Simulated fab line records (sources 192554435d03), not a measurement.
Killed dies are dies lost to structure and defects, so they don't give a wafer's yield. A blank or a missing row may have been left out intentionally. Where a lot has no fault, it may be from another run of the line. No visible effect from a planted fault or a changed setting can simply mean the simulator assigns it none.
Matching of chambers ; flow n5Finfet ; N5_BEOL_M8_STRIP_67 on rieDiel-05 has 4 sister chambers
The step strips in CF4. 8 wafers are shown with their chamber, then 7 later ones without.

== WAFERS WITH THEIR CHAMBER ==
wafer;chamber;showerheadPlenumPTorr (Torr);drypumpMotorCurrentA (A)
L081.6;0;1.74;5.5
L077.2;3;1.75;5.7
L077.5;0;1.74;5.4
L092.1;2;1.90;6.5
L092.4;1;1.76;5.4
L092.6;1;1.76;5.4
L091.2;2;1.90;6.5
L091.4;3;1.74;5.8

== WAFERS WHOSE CHAMBER IS MISSING ==
wafer;showerheadPlenumPTorr (Torr);drypumpMotorCurrentA (A)
L091.5;1.74;5.4
L093.1;1.76;5.4
L093.2;1.74;5.4
L093.6;1.74;5.7
L096.1;1.74;5.7
L096.2;1.73;5.4
L096.5;1.76;5.4

== WHICH CHAMBER EACH ONE RAN IN ==
wafer;from the rows above;in truth
L091.5;0;0
L093.1;1;1
L093.2;0;0
L093.6;3;3
L096.1;3;3
L096.2;0;0
L096.5;1;1
Correct placement for 7 of the 7. Not placeable from these rows: 0. Number placed wrongly: 0.
How it was worked out, from the rows above alone: a wafer's distance from a chamber is the root of the sum, over the readings, of the square of ((its reading less the chamber's mean) divided by the reading's scatter). The wafer belongs to the nearest chamber; if the next one is less than 2 further off, it can't be placed. A chamber's mean is the mean of its shown wafers. The scatter is the square root of a quotient: the sum, over the shown wafers, of each reading's squared deviation from its chamber's mean, divided by wafers minus chambers.
